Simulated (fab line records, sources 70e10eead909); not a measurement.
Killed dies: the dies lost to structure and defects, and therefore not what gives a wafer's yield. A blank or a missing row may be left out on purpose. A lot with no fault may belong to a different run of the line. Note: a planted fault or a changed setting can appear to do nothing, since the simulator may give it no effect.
fab line records || flow nandHarc
record: {"lots": 7, "wafers": 21, "lastDay": 24}
route steps=1159 shown A_BLC@989 A_M0@994
lots that met no fault: taken from a fault-free run of the same line
startH: the number of hours between the record's first day and the start of the first shown wafer of the lot || waitH: hours since the lot's step before || " repeats the value in the row above || L1.1+2: several wafers, shown together as one row || - no value, or no start given || * or withheld: withheld || < > ~ a bound
route shown NAME@n: NAME is a module with steps in the file, n the number in the route of the first one || usual: mean/standard deviation taken from wafers without a fault || same: alike in all rows || chamber/n: place in a boat || sites: per-site readings || _std_site: standard deviation across them || _edge_site: the outer-site mean with the inner-site mean subtracted || radiusMm: how far each site lies from the wafer's centre || mask NAME#n: copy n || behind: tool/chamber where the wafer was last shaped || hold: the reason the lot was held/the length of the hold in hours/how it ended || device: the transistor (n, p or np) that didn't switch || end of line: the tests these same wafers got at the end of their route || a step given without rows: its recipe and nothing more || killed: not the wafer's yield, but the dies lost to structure and defects at the first sort || map: a wafer's dies, marking killed ones x, the rest . and places with no die _
set.NAME: setting as actually run; set.NAME@STEP: the setting as run at that earlier step || model.NAME: the simulator's own value behind a step, which no gauge read
lots seen at some steps along the route; tables by step, rows by wafer
services: from which hour (startH, from the record's first day; less than 0 if before it) a tool's chamber was out of use, for how many hours, and why
== steps ==
step: NHARC_A_BLC_CVD_24
recipe: {"targetThkA": 1500, "tempC": 300, "pressureTorr": 40, "wf6FlowSccm": 40, "h2FlowSccm": 1600, "arFlowSccm": 1560, "timeS": 434, "material": "W"}
usual: {"heaterPowerW": "500/39", "mfcArSccm": "1560/5.3", "mfcH2Sccm": "1600/4.9", "throttleValvePct": "7.81/0.2"}
{"lot.wafer": "L248.1", "tool": "cvdW-01", "chamber": 0, "startH": "-", "waitH": "-", "heaterPowerW": 553, "mfcArSccm": 1557, "mfcH2Sccm": 1598, "throttleValvePct": 7.66}
{"lot.wafer": "L248.3", "tool": "cvdW-01", "chamber": 0, "startH": "-", "waitH": "-", "heaterPowerW": 545, "mfcArSccm": 1563, "mfcH2Sccm": 1601, "throttleValvePct": 7.49}
{"lot.wafer": "L248.6", "tool": "cvdW-01", "chamber": 0, "startH": "-", "waitH": "-", "heaterPowerW": 552, "mfcArSccm": 1556, "mfcH2Sccm": 1599, "throttleValvePct": 7.78}
{"lot.wafer": "L262.2", "tool": "cvdW-01", "chamber": 0, "startH": "-", "waitH": "-", "heaterPowerW": 557, "mfcArSccm": 1566, "mfcH2Sccm": 1601, "throttleValvePct": 8.07}
{"lot.wafer": "L262.6", "tool": "cvdW-01", "chamber": 1, "startH": "-", "waitH": "-", "heaterPowerW": 470, "mfcArSccm": 1566, "mfcH2Sccm": 1605, "throttleValvePct": 7.63}
{"lot.wafer": "L262.5", "tool": "cvdW-01", "chamber": 0, "startH": "-", "waitH": "-", "heaterPowerW": 550, "mfcArSccm": 1554, "mfcH2Sccm": 1598, "throttleValvePct": 7.43}
{"lot.wafer": "L260.1", "tool": "cvdW-01", "chamber": 0, "startH": "-", "waitH": "-", "heaterPowerW": 552, "mfcArSccm": 1555, "mfcH2Sccm": 1586, "throttleValvePct": 7.65}
{"lot.wafer": "L260.3", "tool": "cvdW-01", "chamber": 1, "startH": "-", "waitH": "-", "heaterPowerW": 481, "mfcArSccm": 1562, "mfcH2Sccm": 1607, "throttleValvePct": 7.48}
{"lot.wafer": "L260.4", "tool": "cvdW-01", "chamber": 0, "startH": "-", "waitH": "-", "heaterPowerW": 548, "mfcArSccm": 1558, "mfcH2Sccm": 1595, "throttleValvePct": 7.70}
{"lot.wafer": "L259.2", "tool": "cvdW-01", "chamber": 0, "startH": "-", "waitH": "-", "heaterPowerW": 542, "mfcArSccm": 1568, "mfcH2Sccm": 1601, "throttleValvePct": 7.56}
{"lot.wafer": "L259.4", "tool": "cvdW-01", "chamber": 0, "startH": "-", "waitH": "-", "heaterPowerW": 551, "mfcArSccm": 1570, "mfcH2Sccm": 1603, "throttleValvePct": 7.85}
{"lot.wafer": "L259.5", "tool": "cvdW-01", "chamber": 0, "startH": "-", "waitH": "-", "heaterPowerW": 549, "mfcArSccm": 1572, "mfcH2Sccm": 1608, "throttleValvePct": 7.99}
{"lot.wafer": "L258.1", "tool": "cvdW-02", "chamber": 1, "startH": "-", "waitH": "-", "heaterPowerW": 488, "mfcArSccm": 1556, "mfcH2Sccm": 1590, "throttleValvePct": 8.16}
{"lot.wafer": "L258.3", "tool": "cvdW-02", "chamber": 1, "startH": "-", "waitH": "-", "heaterPowerW": 479, "mfcArSccm": 1558, "mfcH2Sccm": 1602, "throttleValvePct": 7.76}
{"lot.wafer": "L258.6", "tool": "cvdW-02", "chamber": 0, "startH": "-", "waitH": "-", "heaterPowerW": 519, "mfcArSccm": 1556, "mfcH2Sccm": 1603, "throttleValvePct": 7.91}
{"lot.wafer": "L264.3", "tool": "cvdW-01", "chamber": 1, "startH": "-", "waitH": "-", "heaterPowerW": 462, "mfcArSccm": 1560, "mfcH2Sccm": 1603, "throttleValvePct": 7.74}
{"lot.wafer": "L264.5", "tool": "cvdW-01", "chamber": 0, "startH": "-", "waitH": "-", "heaterPowerW": 567, "mfcArSccm": 1563, "mfcH2Sccm": 1606, "throttleValvePct": 7.60}
{"lot.wafer": "L264.6", "tool": "cvdW-01", "chamber": 1, "startH": "-", "waitH": "-", "heaterPowerW": 469, "mfcArSccm": 1553, "mfcH2Sccm": 1599, "throttleValvePct": 7.87}
{"lot.wafer": "L263.2", "tool": "cvdW-01", "chamber": 0, "startH": "-", "waitH": "-", "heaterPowerW": 550, "mfcArSccm": 1563, "mfcH2Sccm": 1596, "throttleValvePct": 7.67}
{"lot.wafer": "L263.4", "tool": "cvdW-01", "chamber": 1, "startH": "-", "waitH": "-", "heaterPowerW": 469, "mfcArSccm": 1562, "mfcH2Sccm": 1589, "throttleValvePct": 7.66}
{"lot.wafer": "L263.3", "tool": "cvdW-01", "chamber": 0, "startH": "-", "waitH": "-", "heaterPowerW": 545, "mfcArSccm": 1557, "mfcH2Sccm": 1599, "throttleValvePct": 7.71}
step: NHARC_A_BLC_CMP_25
recipe: {"tOverpolishS": 30, "targetThkNm": 150}
usual: {"motorCurrentA": "12.2/1.2", "overpolishRunS": "30.000/0.009", "retainingRingPressureFrac": "1.000/0.0051", "timeToEndpointS": "28.1/2.8"}
same: {"tOverpolishS": 30}
{"lot.wafer": "L248.1", "tool": "cmp-03", "chamber": 2, "startH": 435.27, "waitH": 0.5, "motorCurrentA": 11.0, "overpolishRunS": 30.013, "retainingRingPressureFrac": 0.995, "timeToEndpointS": 28.2}
{"lot.wafer": "L248.3", "tool": "cmp-03", "chamber": 0, "startH": 435.27, "waitH": 0.5, "motorCurrentA": 10.9, "overpolishRunS": 30.009, "retainingRingPressureFrac": 1.002, "timeToEndpointS": 28.3}
{"lot.wafer": "L248.6", "tool": "cmp-03", "chamber": 1, "startH": 435.27, "waitH": 0.5, "motorCurrentA": 12.3, "overpolishRunS": 30.011, "retainingRingPressureFrac": 1.006, "timeToEndpointS": 31.1}
{"lot.wafer": "L262.2", "tool": "cmp-04", "chamber": 3, "startH": 509.14, "waitH": 0.4, "motorCurrentA": 14.2, "overpolishRunS": 30.010, "retainingRingPressureFrac": 1.007, "timeToEndpointS": 28.5}
{"lot.wafer": "L262.5", "tool": "cmp-04", "chamber": 1, "startH": 509.14, "waitH": 0.4, "motorCurrentA": 12.4, "overpolishRunS": 29.995, "retainingRingPressureFrac": 1.003, "timeToEndpointS": 30.1}
{"lot.wafer": "L262.6", "tool": "cmp-04", "chamber": 2, "startH": 509.14, "waitH": 0.4, "motorCurrentA": 13.1, "overpolishRunS": 29.998, "retainingRingPressureFrac": 1.008, "timeToEndpointS": 28.4}
{"lot.wafer": "L260.4", "tool": "cmp-03", "chamber": 1, "startH": 509.55, "waitH": 0.3, "motorCurrentA": 12.8, "overpolishRunS": 29.992, "retainingRingPressureFrac": 0.997, "timeToEndpointS": 28.5}
{"lot.wafer": "L260.3", "tool": "cmp-03", "chamber": 2, "startH": 509.55, "waitH": 0.3, "motorCurrentA": 11.7, "overpolishRunS": 30.008, "retainingRingPressureFrac": 1.004, "timeToEndpointS": 28.2}
{"lot.wafer": "L260.1", "tool": "cmp-03", "chamber": 3, "startH": 509.55, "waitH": 0.3, "motorCurrentA": 11.2, "overpolishRunS": 30.012, "retainingRingPressureFrac": 1.002, "timeToEndpointS": 24.8}
{"lot.wafer": "L259.4", "tool": "cmp-04", "chamber": 3, "startH": 509.96, "waitH": 0.3, "motorCurrentA": 14.1, "overpolishRunS": 29.993, "retainingRingPressureFrac": 1.010, "timeToEndpointS": 26.6}
{"lot.wafer": "L259.2", "tool": "cmp-04", "chamber": 2, "startH": 509.96, "waitH": 0.3, "motorCurrentA": 12.9, "overpolishRunS": 29.987, "retainingRingPressureFrac": 0.997, "timeToEndpointS": 26.9}
{"lot.wafer": "L259.5", "tool": "cmp-04", "chamber": 0, "startH": 509.96, "waitH": 0.3, "motorCurrentA": 12.6, "overpolishRunS": 30.018, "retainingRingPressureFrac": 1.002, "timeToEndpointS": 27.1}
{"lot.wafer": "L258.3", "tool": "cmp-02", "chamber": 3, "startH": 511.51, "waitH": 0.3, "motorCurrentA": 10.0, "overpolishRunS": 29.984, "retainingRingPressureFrac": 0.997, "timeToEndpointS": 25.3}
{"lot.wafer": "L258.1", "tool": "cmp-02", "chamber": 0, "startH": 511.51, "waitH": 0.3, "motorCurrentA": 13.4, "overpolishRunS": 29.998, "retainingRingPressureFrac": 0.998, "timeToEndpointS": 32.0}
{"lot.wafer": "L258.6", "tool": "cmp-02", "chamber": 3, "startH": 511.51, "waitH": 0.3, "motorCurrentA": 10.0, "overpolishRunS": 30.006, "retainingRingPressureFrac": 0.997, "timeToEndpointS": 27.0}
{"lot.wafer": "L264.3", "tool": "cmp-04", "chamber": 3, "startH": 519.32, "waitH": 0.3, "motorCurrentA": 13.8, "overpolishRunS": 30.001, "retainingRingPressureFrac": 1.000, "timeToEndpointS": 25.6}
{"lot.wafer": "L264.5", "tool": "cmp-04", "chamber": 2, "startH": 519.32, "waitH": 0.3, "motorCurrentA": 12.6, "overpolishRunS": 30.005, "retainingRingPressureFrac": 0.999, "timeToEndpointS": 26.3}
{"lot.wafer": "L264.6", "tool": "cmp-04", "chamber": 3, "startH": 519.32, "waitH": 0.3, "motorCurrentA": 13.9, "overpolishRunS": 30.010, "retainingRingPressureFrac": 0.997, "timeToEndpointS": 24.0}
{"lot.wafer": "L263.2", "tool": "cmp-04", "chamber": 2, "startH": 519.77, "waitH": 0.4, "motorCurrentA": 12.7, "overpolishRunS": 30.002, "retainingRingPressureFrac": 1.002, "timeToEndpointS": 26.7}
{"lot.wafer": "L263.4", "tool": "cmp-04", "chamber": 3, "startH": 519.77, "waitH": 0.4, "motorCurrentA": 14.7, "overpolishRunS": 30.007, "retainingRingPressureFrac": 0.990, "timeToEndpointS": 25.2}
{"lot.wafer": "L263.3", "tool": "cmp-04", "chamber": 0, "startH": 519.77, "waitH": 0.4, "motorCurrentA": 13.0, "overpolishRunS": 29.979, "retainingRingPressureFrac": 0.998, "timeToEndpointS": 24.9}
step: NHARC_A_BLC_SRD_27
step: NHARC_A_BLC_INSPECT_28
usual: {"rawDefectCount": "440/130"}
{"lot.wafer": "L248.1", "tool": "defectInspect-02", "chamber": "-", "startH": 435.65, "waitH": 0.1, "rawDefectCount": 235}
{"lot.wafer": "L248.3", "tool": "defectInspect-02", "chamber": "-", "startH": 435.65, "waitH": 0.1, "rawDefectCount": 328}
{"lot.wafer": "L248.6", "tool": "defectInspect-02", "chamber": "-", "startH": 435.65, "waitH": 0.1, "rawDefectCount": 280}
{"lot.wafer": "L262.2", "tool": "defectInspect-01", "chamber": "-", "startH": 509.50, "waitH": 0.1, "rawDefectCount": 288}
{"lot.wafer": "L262.5", "tool": "defectInspect-01", "chamber": "-", "startH": 509.50, "waitH": 0.1, "rawDefectCount": 420}
{"lot.wafer": "L262.6", "tool": "defectInspect-01", "chamber": "-", "startH": 509.50, "waitH": 0.1, "rawDefectCount": 369}
{"lot.wafer": "L260.1", "tool": "defectInspect-01", "chamber": "-", "startH": 509.96, "waitH": 0.1, "rawDefectCount": 655}
{"lot.wafer": "L260.3", "tool": "defectInspect-01", "chamber": "-", "startH": 509.96, "waitH": 0.1, "rawDefectCount": 509}
{"lot.wafer": "L260.4", "tool": "defectInspect-01", "chamber": "-", "startH": 509.96, "waitH": 0.1, "rawDefectCount": 710}
{"lot.wafer": "L259.2", "tool": "defectInspect-01", "chamber": "-", "startH": 510.37, "waitH": 0.1, "rawDefectCount": 307}
{"lot.wafer": "L259.4", "tool": "defectInspect-01", "chamber": "-", "startH": 510.37, "waitH": 0.1, "rawDefectCount": 301}
{"lot.wafer": "L259.5", "tool": "defectInspect-01", "chamber": "-", "startH": 510.37, "waitH": 0.1, "rawDefectCount": 484}
{"lot.wafer": "L258.1", "tool": "defectInspect-01", "chamber": "-", "startH": 511.91, "waitH": 0.1, "rawDefectCount": 275}
{"lot.wafer": "L258.3", "tool": "defectInspect-01", "chamber": "-", "startH": 511.91, "waitH": 0.1, "rawDefectCount": 281}
{"lot.wafer": "L258.6", "tool": "defectInspect-01", "chamber": "-", "startH": 511.91, "waitH": 0.1, "rawDefectCount": 363}
{"lot.wafer": "L264.3", "tool": "defectInspect-01", "chamber": "-", "startH": 519.69, "waitH": 0.1, "rawDefectCount": 260}
{"lot.wafer": "L264.5", "tool": "defectInspect-01", "chamber": "-", "startH": 519.69, "waitH": 0.1, "rawDefectCount": 264}
{"lot.wafer": "L264.6", "tool": "defectInspect-01", "chamber": "-", "startH": 519.69, "waitH": 0.1, "rawDefectCount": 310}
{"lot.wafer": "L263.2", "tool": "defectInspect-01", "chamber": "-", "startH": 520.16, "waitH": 0.1, "rawDefectCount": 504}
{"lot.wafer": "L263.3", "tool": "defectInspect-01", "chamber": "-", "startH": 520.16, "waitH": 0.1, "rawDefectCount": 566}
{"lot.wafer": "L263.4", "tool": "defectInspect-01", "chamber": "-", "startH": 520.16, "waitH": 0.1, "rawDefectCount": 611}
step: NHARC_A_M0_DEP_00
recipe: {"targetThkA": 1500, "targetThkNm": 150, "tempC": "withheld", "pressureTorr": 5, "flowSccm": 200, "rfW": 600, "material": "SiOC"}
step: NHARC_A_M0_DEHYDRATE_01
recipe: {"tempC": 150, "timeS": 120}
step: NHARC_A_M0_HMDS_02
recipe: {"timeS": 30}
step: NHARC_A_M0_COAT_33
recipe: {"tempC": 200, "timeS": 65}
step: NHARC_A_M0_COAT_03
recipe: {"spinRpm": 1500, "resistThkNm": 90}
step: NHARC_A_M0_SOFTBAKE_04
recipe: {"tempC": 105, "timeS": 55}
step: NHARC_A_M0_EBR_05
step: NHARC_A_M0_EXPOSE_06
recipe: {"na": 1.35, "targetCdNm": 80, "doseMj": 83.25, "maskId": "A_M0"}
usual: {"exposureDoseMJCm2": "83.25/0.068", "focusOffsetNm": "0.0/0.55"}
{"lot.wafer": "L248.1", "tool": "arfiScanner-01", "chamber": 0, "startH": 436.47, "waitH": "-", "mask": "A_M0#0", "exposureDoseMJCm2": 83.21, "focusOffsetNm": 0.4}
{"lot.wafer": "L248.3", "tool": "arfiScanner-01", "chamber": 0, "startH": 436.47, "waitH": "-", "mask": "A_M0#0", "exposureDoseMJCm2": 83.12, "focusOffsetNm": 0.0}
{"lot.wafer": "L248.6", "tool": "arfiScanner-01", "chamber": 0, "startH": 436.47, "waitH": "-", "mask": "A_M0#0", "exposureDoseMJCm2": 83.25, "focusOffsetNm": 1.1}
{"lot.wafer": "L262.2", "tool": "arfiScanner-01", "chamber": 0, "startH": 510.26, "waitH": "-", "mask": "A_M0#0", "exposureDoseMJCm2": 83.32, "focusOffsetNm": -0.3}
{"lot.wafer": "L262.5", "tool": "arfiScanner-01", "chamber": 0, "startH": 510.26, "waitH": "-", "mask": "A_M0#0", "exposureDoseMJCm2": 83.35, "focusOffsetNm": 0.1}
{"lot.wafer": "L262.6", "tool": "arfiScanner-01", "chamber": 0, "startH": 510.26, "waitH": "-", "mask": "A_M0#0", "exposureDoseMJCm2": 83.21, "focusOffsetNm": -0.2}
{"lot.wafer": "L260.1", "tool": "arfiScanner-03", "chamber": "-", "startH": 510.72, "waitH": "-", "mask": "A_M0#0", "exposureDoseMJCm2": "-", "focusOffsetNm": "-"}
{"lot.wafer": "L260.3", "tool": "arfiScanner-03", "chamber": "-", "startH": 510.72, "waitH": "-", "mask": "A_M0#0", "exposureDoseMJCm2": "-", "focusOffsetNm": "-"}
{"lot.wafer": "L260.4", "tool": "arfiScanner-03", "chamber": "-", "startH": 510.72, "waitH": "-", "mask": "A_M0#0", "exposureDoseMJCm2": "-", "focusOffsetNm": "-"}
{"lot.wafer": "L259.2", "tool": "arfiScanner-03", "chamber": "-", "startH": 511.00, "waitH": "-", "mask": "A_M0#0", "exposureDoseMJCm2": "-", "focusOffsetNm": "-"}
{"lot.wafer": "L259.4", "tool": "arfiScanner-03", "chamber": "-", "startH": 511.00, "waitH": "-", "mask": "A_M0#0", "exposureDoseMJCm2": "-", "focusOffsetNm": "-"}
{"lot.wafer": "L259.5", "tool": "arfiScanner-03", "chamber": "-", "startH": 511.00, "waitH": "-", "mask": "A_M0#0", "exposureDoseMJCm2": "-", "focusOffsetNm": "-"}
{"lot.wafer": "L258.1", "tool": "arfiScanner-02", "chamber": "-", "startH": 513.10, "waitH": "-", "mask": "A_M0#0", "exposureDoseMJCm2": "-", "focusOffsetNm": "-"}
{"lot.wafer": "L258.3", "tool": "arfiScanner-02", "chamber": "-", "startH": 513.10, "waitH": "-", "mask": "A_M0#0", "exposureDoseMJCm2": "-", "focusOffsetNm": "-"}
{"lot.wafer": "L258.6", "tool": "arfiScanner-02", "chamber": "-", "startH": 513.10, "waitH": "-", "mask": "A_M0#0", "exposureDoseMJCm2": "-", "focusOffsetNm": "-"}
{"lot.wafer": "L264.3", "tool": "arfiScanner-03", "chamber": 0, "startH": 520.46, "waitH": "-", "mask": "A_M0#0", "exposureDoseMJCm2": 83.28, "focusOffsetNm": -0.2}
{"lot.wafer": "L264.5", "tool": "arfiScanner-03", "chamber": 0, "startH": 520.46, "waitH": "-", "mask": "A_M0#0", "exposureDoseMJCm2": 83.28, "focusOffsetNm": -0.6}
{"lot.wafer": "L264.6", "tool": "arfiScanner-03", "chamber": 0, "startH": 520.46, "waitH": "-", "mask": "A_M0#0", "exposureDoseMJCm2": 83.34, "focusOffsetNm": -0.2}
{"lot.wafer": "L263.2", "tool": "arfiScanner-02", "chamber": 0, "startH": 521.19, "waitH": "-", "mask": "A_M0#0", "exposureDoseMJCm2": 83.25, "focusOffsetNm": -0.3}
{"lot.wafer": "L263.3", "tool": "arfiScanner-02", "chamber": 0, "startH": 521.19, "waitH": "-", "mask": "A_M0#0", "exposureDoseMJCm2": 83.27, "focusOffsetNm": -0.9}
{"lot.wafer": "L263.4", "tool": "arfiScanner-02", "chamber": 0, "startH": 521.19, "waitH": "-", "mask": "A_M0#0", "exposureDoseMJCm2": 83.13, "focusOffsetNm": -0.5}
step: NHARC_A_M0_PEB_07
recipe: {"pebTempC": 100, "pebTimeS": 65}
== services ==
{"tool": "arfiScanner-03", "chamber": "-", "startH": 416.83, "hours": 0.6, "kind": "repair"}
{"tool": "cmp-02", "chamber": "-", "startH": 422.60, "hours": 4.0, "kind": "pm"}
{"tool": "arfiScanner-01", "chamber": "-", "startH": 426.42, "hours": 0.6, "kind": "repair"}
{"tool": "arfiScanner-02", "chamber": "-", "startH": 428.00, "hours": 4.0, "kind": "pm"}
{"tool": "cmp-03", "chamber": "-", "startH": 438.76, "hours": 0.9, "kind": "repair"}
{"tool": "cmp-02", "chamber": "-", "startH": 446.13, "hours": 1.7, "kind": "repair"}
{"tool": "cmp-03", "chamber": "-", "startH": 450.00, "hours": 4.0, "kind": "pm"}
{"tool": "cmp-03", "chamber": "-", "startH": 454.00, "hours": "-", "kind": "consumableReplace:conditioner"}
{"tool": "arfiScanner-03", "chamber": "-", "startH": 456.51, "hours": 0.3, "kind": "repair"}
{"tool": "cvdW-01", "chamber": "-", "startH": 479.65, "hours": 13.0, "kind": "pm"}
{"tool": "cvdW-01", "chamber": 0, "startH": 479.65, "hours": 13.0, "kind": "ventCycle"}
{"tool": "cvdW-01", "chamber": 1, "startH": 479.65, "hours": 13.0, "kind": "ventCycle"}
{"tool": "arfiScanner-01", "chamber": "-", "startH": 479.93, "hours": 9.9, "kind": "repair"}
{"tool": "cmp-02", "chamber": "-", "startH": 480.82, "hours": 2.7, "kind": "repair"}
{"tool": "arfiScanner-03", "chamber": "-", "startH": 484.00, "hours": 4.0, "kind": "pm"}
{"tool": "cvdW-01", "chamber": 0, "startH": 492.65, "hours": "-", "kind": "clean"}
{"tool": "cvdW-01", "chamber": 1, "startH": 492.65, "hours": "-", "kind": "clean"}
{"tool": "cmp-04", "chamber": "-", "startH": 497.39, "hours": 4.0, "kind": "pm"}
{"tool": "cmp-04", "chamber": "-", "startH": 501.39, "hours": "-", "kind": "consumableReplace:conditioner"}
{"tool": "cmp-04", "chamber": "-", "startH": 501.39, "hours": "-", "kind": "consumableReplace:pad"}
{"tool": "cmp-03", "chamber": "-", "startH": 504.64, "hours": 0.8, "kind": "repair"}
{"tool": "cmp-03", "chamber": "-", "startH": 505.97, "hours": 3.2, "kind": "repair"}
{"tool": "cmp-02", "chamber": "-", "startH": 518.49, "hours": 2.4, "kind": "repair"}
{"tool": "cmp-02", "chamber": "-", "startH": 520.98, "hours": 4.0, "kind": "pm"}
== key ==
firstSign: {"step": "NHARC_A_M0_EXPOSE_06", "reading": "toolRecord", "direction": "missing"}
effect none on later readings
metAt NHARC_A_M0_EXPOSE_06
struckWafers L258.1,L258.3,L258.6,L259.2,L259.4,L259.5,L260.1,L260.3,L260.4
laterRowsLeftOut L258.1,L258.3,L258.6,L259.2,L259.4,L259.5,L260.1,L260.3,L260.4
sortLeftOut L258.1,L258.3,L258.6,L259.2,L259.4,L259.5,L260.1,L260.3,L260.4
fault: {"kind": "skippedStepWhole", "tool": "arfiScanner-02,arfiScanner-03", "chamber": "-", "onsetH": 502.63, "steps": "NHARC_A_M0_EXPOSE_06", "scope": "struckLotsOnly"}
sortLeftOut: the simulated sort isn't trusted on such a fault, so these wafers' sort isn't shown, and their yield isn't known
laterRowsLeftOut: the simulator's readings of these wafers behind a module that went badly wrong aren't trusted and aren't shown, but for the sort
